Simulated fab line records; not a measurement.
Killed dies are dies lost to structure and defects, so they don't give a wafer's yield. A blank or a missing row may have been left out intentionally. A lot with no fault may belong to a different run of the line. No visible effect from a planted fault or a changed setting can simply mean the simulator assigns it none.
Matching of chambers    flow n5_finfet    pecvd-02 running N5_BEOL_M1_PECVD_72: 3 sister chambers
The step deposits SiO2 from TEOS/O2, target thk 16 nm, time 18 s. 6 wafers are shown with their chamber, then 8 later ones without.

## WAFERS WITH THEIR CHAMBER
wafer   chamber  heater_power_w (W)  throttle_valve_pct (%)
L084.2  0        872                 21.7
L084.5  2        778                 20.4
L086.2  1        536                 21.3
L086.4  0        879                 21.6
L086.6  1        533                 21.2
L087.1  2        799                 20.8

## WAFERS MISSING THEIR CHAMBER
wafer   heater_power_w (W)  throttle_valve_pct (%)
L087.2  828                 21.7
L087.3  575                 21.6
L095.3  570                 21.5
L095.5  898                 21.9
L095.6  831                 20.6
L096.2  804                 21.0
L096.3  552                 21.5
L096.5  556                 21.2

## CHAMBER TAKEN BY EACH
wafer   from the rows above  in truth
L087.2  0                    0
L087.3  1                    1
L095.3  1                    1
L095.5  0                    0
L095.6  2                    2
L096.2  2                    2
L096.3  1                    1
L096.5  1                    1
8 of 8 placed correctly. Can't be placed from these rows: 0. Wrongly placed: 0.
How it was worked out, from the rows above alone: a wafer's distance from a chamber is the root of the sum, over the readings, of the square of ((its reading less the chamber's mean) divided by the reading's scatter). The wafer belongs to the nearest chamber; if the next one is less than 2 further off, it can't be placed. The mean given for a chamber averages the wafers shown for that chamber. The scatter: take each reading less its chamber's mean, square it, sum over the shown wafers, divide by the number of wafers less the number of chambers, and take the root.
